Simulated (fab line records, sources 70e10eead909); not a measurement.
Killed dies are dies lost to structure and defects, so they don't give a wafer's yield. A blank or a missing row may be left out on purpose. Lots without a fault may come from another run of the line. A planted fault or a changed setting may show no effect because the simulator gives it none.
fab line records | flow nand_harc | part 2 of 2: steps 16 to 24 of 24
record lots=5 wafers=15 last_day=24
route steps=1159 shown A_CHANNEL_HOLE_D1@466
lots that met no fault: from a run of the same line without faults
start_h: hours from the record's first day to the start of the lot's first wafer shown | wait_h: hours since the lot's step before | " the same as in the row above | L1.1+2: a row that stands for several wafers | - no value, or no start given | * or withheld: withheld | < > ~ a bound
route shown NAME@n: a module of which the file shows steps, and the number in the route of the first | usual: mean/standard deviation of fault-free wafers | same: alike in all rows | chamber/n: place in a boat | sites: the reading at each site | _std_site: their standard deviation | _edge_site: outer sites' mean less inner sites' | radius_mm: how far each site lies from the wafer's centre | mask NAME#n: copy n | behind: the tool/chamber that last shaped the wafer | hold: why the lot was held/for how many hours/how that ended | device: the transistor (n, p or np) that didn't switch | end of line: the same wafers' tests at the end of the route | a step without rows: its recipe alone | killed: dies lost to structure and defects at the first sort, not the wafer's yield | map: a wafer's dies, x killed, . not, _ none there
set.NAME: the setting as run; set.NAME@STEP: as run at that earlier step | model.NAME: the simulator's own value behind a step, which no gauge read
lots at some steps of the route; a table a step, a row a wafer
services: from which hour (start_h, from the record's first day; less than 0 if before it) a tool's chamber was out of use, for how many hours, and why
## steps
# step NHARC_A_CHANNEL_HOLE_D1_STRIP_42
# recipe cf4_flow_sccm=100 chf3_flow_sccm=30 ar_flow_sccm=0 bias_w=0 chemistry=CF4/CHF3
# columns lot.wafer tool chamber start_h wait_h
L076.4+3+6 rie_diel-04 1,2,3 193.24 0.1
L083.4+6+5 rie_diel-04 1,0,1 222.49 0.1
L091.4+3+5 rie_diel-02 0,2,0 287.69 0.1
L093.4+1+2 rie_diel-05 1,2,3 291.37 0.1
L094.1+6+5 rie_diel-04 0,0,1 315.44 0.1
# step NHARC_A_CHANNEL_HOLE_D1_STRIP_43
# recipe o2_flow_sccm=400 cos_flow_sccm=20 ar_flow_sccm=0 bias_w=0 chemistry=O2/COS
# columns lot.wafer tool chamber start_h wait_h
L076.4+3+6 rie_diel-04 2,3,1 193.29 0.1
L083.4+6+5 rie_diel-04 2,1,2 222.56 0.1
L091.4+3+5 rie_diel-02 0,2,0 287.76 0.1
L093.2+1+4 rie_diel-05 0,1,2 291.42 0.0
L094.1+6+5 rie_diel-04 0,0,1 315.50 0.1
# step NHARC_A_CHANNEL_HOLE_D1_ETCH_44
# recipe target_depth_a=1400 overetch_a=140 time_s=77 ion_energy_ev=100 cf4_flow_sccm=80 o2_flow_sccm=20 ar_flow_sccm=0 rf_w=300 bias_w=100 chemistry=CF4/O2
# usual drypump_motor_current_A=5.6/0.32 oes_product_au=1.001/0.012 rf_vpp_V=197.8/1.2 showerhead_plenum_p_Torr=1.33/0.048 throttle_valve_pct=13.396/0.0088
# columns lot.wafer tool chamber start_h wait_h drypump_motor_current_A oes_product_au rf_hours_counter_h rf_vpp_V showerhead_plenum_p_Torr throttle_valve_pct
L076.3 rie_diel-04 2 193.37 0.1 5.9 0.990 5 197.3 1.40 13.397
L076.4 " 3 " " 5.3 0.992 6 196.2 1.29 13.397
L076.6 " 0 " " 5.7 1.006 - 199.4 1.37 13.398
L083.4 rie_diel-04 2 222.63 0.1 5.9 1.022 6 197.9 1.40 13.394
L083.6 " 0 " " 5.7 1.014 - 198.1 1.37 13.397
L083.5 " 1 " " 5.6 1.004 - 196.9 1.27 13.379
L091.4 rie_diel-02 0 287.82 0.1 6.3 0.978 6 197.9 1.34 13.395
L091.3 " 2 " " 4.9 0.985 7 198.5 1.40 13.371
L091.5 " 1 " " 6.0 1.002 - 196.5 1.34 13.390
L093.2 rie_diel-05 1 291.49 0.1 5.2 1.017 9 197.8 1.33 13.393
L093.4 " 2 " " 5.7 1.013 9 197.3 1.26 13.393
L093.1 " 0 " " 5.7 1.002 10 196.6 1.32 13.392
L094.1 rie_diel-04 2 315.57 0.1 5.8 0.995 1 196.7 1.39 13.381
L094.5 " 1 " " 5.6 1.028 - 196.8 1.27 13.394
L094.6 " 2 " " 5.9 0.999 - 199.5 1.39 13.386
# step NHARC_A_CHANNEL_HOLE_D1_STRIP_27
# recipe o2_flow_sccm=500 ar_flow_sccm=0 bias_w=0 chemistry=O2
# usual drypump_motor_current_A=5.6/0.32 oes_product_au=1.001/0.011 rf_vpp_V=57.8/0.87 showerhead_plenum_p_Torr=3.53/0.12 throttle_valve_pct=17.036/0.0086
# columns lot.wafer tool chamber start_h wait_h drypump_motor_current_A oes_product_au rf_hours_counter_h rf_vpp_V showerhead_plenum_p_Torr throttle_valve_pct
L076.3 rie_diel-04 0 - - 5.7 1.007 6 57.4 3.61 17.044
L076.4 " 2 " " 5.9 0.992 5 57.3 3.68 17.032
L076.6 " 0 " " 5.7 1.010 - 57.5 3.61 17.024
L083.4 rie_diel-04 3 - - 5.4 0.990 8 57.5 3.42 17.021
L083.6 " 0 " " 5.7 1.015 - 58.1 3.61 17.034
L083.5 " 1 " " 5.6 1.009 - 57.2 3.37 17.032
L091.4 rie_diel-02 2 - - 4.9 0.996 7 57.9 3.68 17.023
L091.3 " 3 " " 5.6 1.008 7 57.1 3.56 17.039
L091.5 " 0 " " 6.3 0.991 - 57.4 3.55 17.047
L093.1 rie_diel-05 2 - - 5.7 1.007 9 57.1 3.33 17.031
L093.2 " 3 " " 6.2 0.993 7 57.6 3.67 17.031
L093.4 " 0 " " 5.7 1.000 10 56.5 3.50 17.026
L094.1 rie_diel-04 0 - - 5.7 0.985 1 57.9 3.61 17.021
L094.6 " 1 " " 5.6 1.025 - 58.5 3.37 17.032
L094.5 " 2 " " 5.9 0.981 - 57.5 3.68 17.018
# step NHARC_A_CHANNEL_HOLE_D1_PRECLEAN_28
# recipe time_s=* temp_c=50 bath_age_min=0 chemistry=SC1
# usual bath_guard_temp_C=50.0/0.63 sc1_h2o2_end_mol_l=0.3698/0.00073
# columns lot.wafer tool chamber start_h wait_h bath_guard_temp_C sc1_h2o2_end_mol_l
L076.3 wet_bench-07 1 194.01 - 50.5 0.3694
L076.4 " 5 " " 50.2 0.3697
L076.6 " 6 " " 50.0 0.3694
L083.5 wet_bench-07 3 223.27 - 49.7 0.3701
L083.4 " 5 " " 50.0 0.3695
L083.6 " 7 " " 49.4 0.3708
L091.3 wet_bench-09 1 288.47 - 50.4 0.3688
L091.5 " 5 " " 50.4 0.3697
L091.4 " 6 " " 49.3 0.3693
L093.2 wet_bench-07 7 292.15 - 49.1 0.3695
L093.1 " 0 " " 50.8 0.3689
L093.4 " 1 " " 50.3 0.3705
L094.1 wet_bench-07 5 316.22 - 49.8 0.3681
L094.5 " 6 " " 49.6 0.3686
L094.6 " 0 " " 50.7 0.3691
# step NHARC_A_CHANNEL_HOLE_D1_SRD_29
# columns lot.wafer tool chamber start_h wait_h
L076.3+4+6 wet_bench-07 1,5,6 - -
L083.5+4+6 wet_bench-07 3,5,7 - -
L091.3+5+4 wet_bench-09 1,5,6 - -
L093.2+1+4 wet_bench-07 7,0,1 - -
L094.1+5+6 wet_bench-07 5,6,0 - -
# step NHARC_A_CHANNEL_HOLE_D1_CD_MEAS_30
# usual cd_nm=89.3/1.6
# columns lot.wafer tool chamber start_h wait_h cd_nm
L076.3 cd_sem-01 - 194.15 - 90.1
L076.4 " - " " 87.0
L076.6 " - " " 90.7
L083.4 cd_sem-02 - 223.42 - 86.8
L083.5 " - " " 86.1
L083.6 " - " " 92.0
L091.3 cd_sem-02 - 288.62 - 90.4
L091.4 " - " " 87.4
L091.5 " - " " 87.1
L093.1 cd_sem-01 - 292.29 - 90.1
L093.2 " - " " 89.8
L093.4 " - " " 89.1
L094.1 cd_sem-02 - 316.36 - 88.3
L094.5 " - " " 86.9
L094.6 " - " " 86.9
# step NHARC_A_CHANNEL_HOLE_D1_XSEM_31
# recipe landing_energy_ev=35000
# usual bot_cd_nm=74.0/1.7 bow_nm=8.60/0.25 tilt_deg=0.06/0.041
# columns lot.wafer tool chamber start_h wait_h bot_cd_nm bow_nm tilt_deg
L076.3 xsem-01 0 194.24 0.1 75.4 8.36 0.02
L076.4 " 0 " " 72.4 8.34 0.02
L076.6 " 0 " " 76.2 8.34 0.02
L083.4 xsem-02 0 223.52 0.1 71.4 8.30 0.07
L083.5 " 0 " " 70.4 8.35 0.07
L083.6 " 0 " " 76.5 8.33 0.07
L091.3 xsem-02 0 288.71 0.1 74.5 8.65 0.14
L091.4 " 0 " " 70.8 8.67 0.14
L091.5 " 0 " " 72.1 8.69 0.14
L093.1 xsem-01 0 292.39 0.1 73.8 8.57 0.03
L093.2 " 0 " " 74.1 8.56 0.03
L093.4 " 0 " " 73.5 8.52 0.03
L094.1 xsem-02 0 316.45 0.1 72.4 8.92 -0.02
L094.5 " 0 " " 71.8 8.98 -0.02
L094.6 " 0 " " 70.9 8.98 -0.01
# step NHARC_A_CHANNEL_HOLE_D1_INSPECT_40
# usual raw_defect_count=60/16
# columns lot.wafer tool chamber start_h wait_h raw_defect_count
L076.3 defect_inspect-02 - 194.33 - 74
L076.4 " - " " 53
L076.6 " - " " 80
L083.4 defect_inspect-01 - 223.61 - 63
L083.5 " - " " 60
L083.6 " - " " 88
L091.3 defect_inspect-01 - 288.80 - 50
L091.4 " - " " 49
L091.5 " - " " 60
L093.1 defect_inspect-01 - 292.49 - 86
L093.2 " - " " 58
L093.4 " - " " 79
L094.1 defect_inspect-02 - 316.55 - 40
L094.5 " - " " 48
L094.6 " - " " 33
## services
# columns tool chamber start_h hours kind
rie_diel-05 - 163.60 9.0 pm
rie_diel-04 0 170.21 - clean
rie_diel-04 1 170.21 - clean
rie_diel-04 2 170.21 - clean
rie_diel-04 3 170.21 - clean
rie_diel-04 0 194.71 - clean
rie_diel-04 1 194.71 - clean
rie_diel-04 2 194.71 - clean
rie_diel-04 3 194.71 - clean
rie_diel-04 0 219.21 - clean
rie_diel-04 1 219.21 - clean
rie_diel-04 2 219.21 - clean
rie_diel-04 3 219.21 - clean
rie_diel-05 3 255.04 18.0 repair
wet_bench-09 - 259.63 1.0 repair
wet_bench-07 - 272.00 8.0 pm
rie_diel-02 - 281.02 1.1 repair
wet_bench-09 - 288.88 8.0 pm
rie_diel-04 - 289.21 9.0 pm
xsem-02 - 302.00 14.0 pm
har_etch-01 - 305.00 17.0 pm
har_etch-01 0 305.00 17.0 vent_cycle
har_etch-01 1 305.00 17.0 vent_cycle
rie_diel-05 3 307.02 3.6 repair
